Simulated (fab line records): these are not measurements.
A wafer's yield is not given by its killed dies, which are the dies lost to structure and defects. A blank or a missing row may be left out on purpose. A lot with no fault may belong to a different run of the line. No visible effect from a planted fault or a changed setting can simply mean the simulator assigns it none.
Which tool is to blame? ; flow nand-harc ; 11 lots, 33 wafers sampled, at 6 steps of a route of 1302

== WHAT EACH GAUGE READ, for each wafer ==
NHARC_END_SORT_01. Usual: defect-limited-yield 91 %, standard deviation 3.1; killed-at-array 53, standard deviation 21; killed-at-other 1.0, standard deviation 1.3; killed-at-periphery 3.8, standard deviation 2.4; killed-dies 58, standard deviation 21; killed-open 3.4, standard deviation 1.9; killed-short 2.4, standard deviation 1.5; sort_bin_2_pct 3.0 %, standard deviation 1.3; sort_bin_3_pct 0.6 %, standard deviation 0.39; sort_bin_4_pct 4.9 %, standard deviation 1.8; sort-n-pass 619, standard deviation 21; sort-rim-yield-pct 88 %, standard deviation 5.3; sort-yield-pct 91 %, standard deviation 3.1.
lot;measured;on;defect-limited-yield (%);killed-at-array;killed-at-other;killed-at-periphery;killed-dies;killed-open;killed-short;sort_bin_2_pct (%);sort_bin_3_pct (%);sort_bin_4_pct (%);sort-n-pass;sort-rim-yield-pct (%);sort-yield-pct (%);flag
L355;day 29 05:02;prober-02;93;47;1;2;50;2;3;2.2;0.6;4.6;627;82;93;

== EACH LOT AND THE TOOL THAT RAN IT (in order: tool; ch and the chambers of the sampled wafers; start) ==
lot;NHARC_P_M2_ETCH_35;NHARC_P_M2_ETCH_15;NHARC_P_M2_DEGAS_29;NHARC_P_M2_ECD_22;NHARC_P_M2_CMP_23
L346;rie-diel-01 ch 0,2,3, day 6 17:53;rie-diel-01 ch 0,1,2, day 6 18:51 or earlier;pvd-sputter-02, day 6 18:51;ecd-cu-02 ch 0,1, day 6 19:13;cmp-03 ch 0,1,3, day 6 19:57
L347;rie-diel-01 ch 1,2, day 7 01:24;rie-diel-01 ch 2,3, day 7 02:27 or earlier;pvd-sputter-02, day 7 02:27;ecd-cu-02 ch 0,1, day 7 02:51;cmp-02 ch 0,2, day 7 03:33
L348;rie-diel-08 ch 0,1,2, day 7 19:40;rie-diel-08 ch 0,2, day 7 20:37 or earlier;pvd-sputter-01, day 7 20:37;ecd-cu-02 ch 0,1, day 7 20:59;cmp-04 ch 0,1,2, day 7 21:45
L349;rie-diel-08 ch 0,1,2, day 8 07:41;rie-diel-08 ch 0,1,3, day 8 08:38 or earlier;pvd-sputter-01, day 8 08:38;ecd-cu-01 ch 0,1, day 8 09:02;cmp-03 ch 1,2,3, day 8 09:44
L350;rie-diel-08 ch 0,1,3, day 8 14:28;rie-diel-08 ch 0,2,3, day 8 15:28 or earlier;pvd-sputter-02, day 8 15:28;ecd-cu-01 ch 0,1, day 8 15:49;cmp-02 ch 1,2,3, day 8 16:34
L351;rie-diel-08 ch 0,1, day 8 22:12;rie-diel-08 ch 0,3, day 8 23:12 or earlier;pvd-sputter-03, day 8 23:12;ecd-cu-01 ch 0,1, day 8 23:40;cmp-04 ch 1,2, day 9 00:17
L352;rie-diel-11 ch 0,1, day 9 14:53;rie-diel-11 ch 0,1, day 9 15:50 or earlier;pvd-sputter-03, day 9 15:50;ecd-cu-02 ch 0,1, day 9 16:14;cmp-03 ch 0,3, day 9 16:55
L355;rie-diel-01 ch 2,3, day 10 10:12;rie-diel-01 ch 1,2,3, day 10 11:08 or earlier;pvd-sputter-03, day 10 11:08;ecd-cu-02 ch 1, day 10 11:33;cmp-04 ch 1,2,3, day 10 12:13
L356;rie-diel-08 ch 0,2,3, day 11 01:14;rie-diel-08 ch 0,3, day 11 02:15 or earlier;pvd-sputter-02, day 11 02:15;ecd-cu-01 ch 0,1, day 11 02:37;cmp-04 ch 1,2,3, day 11 03:20
L357;rie-diel-11 ch 0,3, day 11 13:58;rie-diel-11 ch 1,2, day 11 14:54 or earlier;pvd-sputter-03, day 11 14:54;ecd-cu-02 ch 0,1, day 11 15:19;cmp-02 ch 0,1,3, day 11 16:02
L367;rie-diel-01 ch 0,1,3, day 15 21:15;rie-diel-01 ch 0,1,2, day 15 22:11 or earlier;pvd-sputter-01, day 15 22:11;ecd-cu-01 ch 0,1, day 15 22:32;cmp-04 ch 0,2,3, day 15 23:37
- NHARC_P_M2_ETCH_35: etches the open film in N2/H2, target depth 40 nm, overetch 12 nm, time 43.94 s.
- NHARC_P_M2_ETCH_15: etches the open film in C4F8/Ar, target depth 182.5 nm, time 91.2 s.
- NHARC_P_M2_DEGAS_29: time 60 s.
- NHARC_P_M2_ECD_22: material Cu, target thk 400 nm.
- NHARC_P_M2_CMP_23: polishes, t overpolish 20 s, target thk 144.3 nm.

== AS READ BY THE TOOLS THEMSELVES (means over the sampled wafers that have a number; for cases with no such wafer, the mark the record gives instead) ==
NHARC_P_M2_ETCH_35. Usual: drypump-motor-current-A 5.8 A, standard deviation 0.38; n2-flow-sccm 150.0 sccm, standard deviation 0.46; oes-product-au 0.998 a.u., standard deviation 0.007; rf-vpp-V 431.3 V, standard deviation 2.1; showerhead-plenum-p-Torr 2.07 Torr, standard deviation 0.07; throttle-valve-pct 14.171 %, standard deviation 0.0087.
lot;tool;drypump-motor-current-A (A);n2-flow-sccm (sccm);oes-product-au (a.u.);rf-vpp-V (V);showerhead-plenum-p-Torr (Torr);throttle-valve-pct (%);flag
L346;rie-diel-01;5.5;149.7;0.996;433.0;2.12;14.170;
L347;rie-diel-01;5.5;150.1;0.989;432.2;2.11;14.170;
L348;rie-diel-08;6.1;149.7;1.007;431.7;2.07;14.169;
L349;rie-diel-08;6.1;150.3;1.006;431.6;2.07;14.171;
L350;rie-diel-08;6.1;149.9;1.004;431.4;2.07;14.175;
L351;rie-diel-08;6.3;149.5;0.997;431.6;2.09;14.175;
L352;rie-diel-11;5.9;149.6;0.996;430.9;2.05;14.168;
L355;rie-diel-01;5.7;150.1;1.000;430.9;2.06;14.165;
L356;rie-diel-08;5.9;150.2;0.996;432.3;2.08;14.166;
L357;rie-diel-11;5.6;149.5;0.991;428.5;2.00;14.166;
L367;rie-diel-01;5.3;150.0;1.000;433.1;2.16;14.176;

NHARC_P_M2_ETCH_15. Usual: oes-product-au 0.936 a.u., standard deviation 0.019; rf-vpp-V 441.7 V, standard deviation 2.
lot;tool;oes-product-au (a.u.);rf-vpp-V (V);flag
L346;rie-diel-01;0.920;442.7;
L347;rie-diel-01;0.921;441.2;
L348;rie-diel-08;0.974;442.0;
L349;rie-diel-08;0.924;441.8;
L350;rie-diel-08;0.927;442.9;
L351;rie-diel-08;0.931;442.6;
L352;rie-diel-11;0.930;440.6;
L355;rie-diel-01;0.968;442.2;
L356;rie-diel-08;0.958;442.0;
L357;rie-diel-11;0.928;438.8;
L367;rie-diel-01;0.928;443.0;

NHARC_P_M2_DEGAS_29. Usual: 335 W for heater-power-w, sd 31.
lot;tool;heater-power-w (W);flag
L346;pvd-sputter-02;366;
L347;pvd-sputter-02;356;
L348;pvd-sputter-01;317;
L349;pvd-sputter-01;324;
L350;pvd-sputter-02;367;
L351;pvd-sputter-03;325;
L352;pvd-sputter-03;290;
L355;pvd-sputter-03;307;
L356;pvd-sputter-02;328;
L357;pvd-sputter-03;325;
L367;pvd-sputter-01;322;

NHARC_P_M2_CMP_23. Usual: motor-current-A 12.4 A, standard deviation 1.5; time-to-endpoint-s 29.6 s, standard deviation 2.
lot;tool;motor-current-A (A);time-to-endpoint-s (s);flag
L346;cmp-03;13.2;28.4;
L347;cmp-02;12.8;31.5;
L348;cmp-04;12.4;28.9;
L349;cmp-03;13.5;27.3;
L350;cmp-02;12.9;32.6;
L351;cmp-04;13.4;31.6;
L352;cmp-03;13.2;28.3;
L355;cmp-04;11.6;30.1;
L356;cmp-04;12.1;30.8;
L357;cmp-02;12.2;28.6;
L367;cmp-04;11.2;41.0;OFF

== THE ANSWER, worked out from the rows above alone ==
Rule: a lot is off if the mean of its wafers that have a number lies more than 3 standard deviations from the usual mean. Also off: a lot with no number at a reading for which 4 or more lots have one. The other lots that the step has rows for count as sound. The gauges are gone through in route order, then the tools' own readings, and for those a lot's mean is taken as printed above. At the first step where some lot is off, the reading lying furthest off is the one used; lots without a number count as furthest.
Off: L367 (NHARC_P_M2_CMP_23, time-to-endpoint-s).
If a tool, at that step or one of the process steps before it, ran each lot that is off and ran no sound lot following the first of them, it fits. With no start given for some of its lots, NHARC_P_M2_ETCH_15 uses the hours and lot order of NHARC_P_M2_DEGAS_29. Can't be told from this: 4 tools fit, rie-diel-01 at NHARC_P_M2_ETCH_35 and NHARC_P_M2_ETCH_15, pvd-sputter-01 at NHARC_P_M2_DEGAS_29, ecd-cu-01 at NHARC_P_M2_ECD_22, cmp-04 at NHARC_P_M2_CMP_23.

== WHAT THE SIMULATOR PUT IN ==
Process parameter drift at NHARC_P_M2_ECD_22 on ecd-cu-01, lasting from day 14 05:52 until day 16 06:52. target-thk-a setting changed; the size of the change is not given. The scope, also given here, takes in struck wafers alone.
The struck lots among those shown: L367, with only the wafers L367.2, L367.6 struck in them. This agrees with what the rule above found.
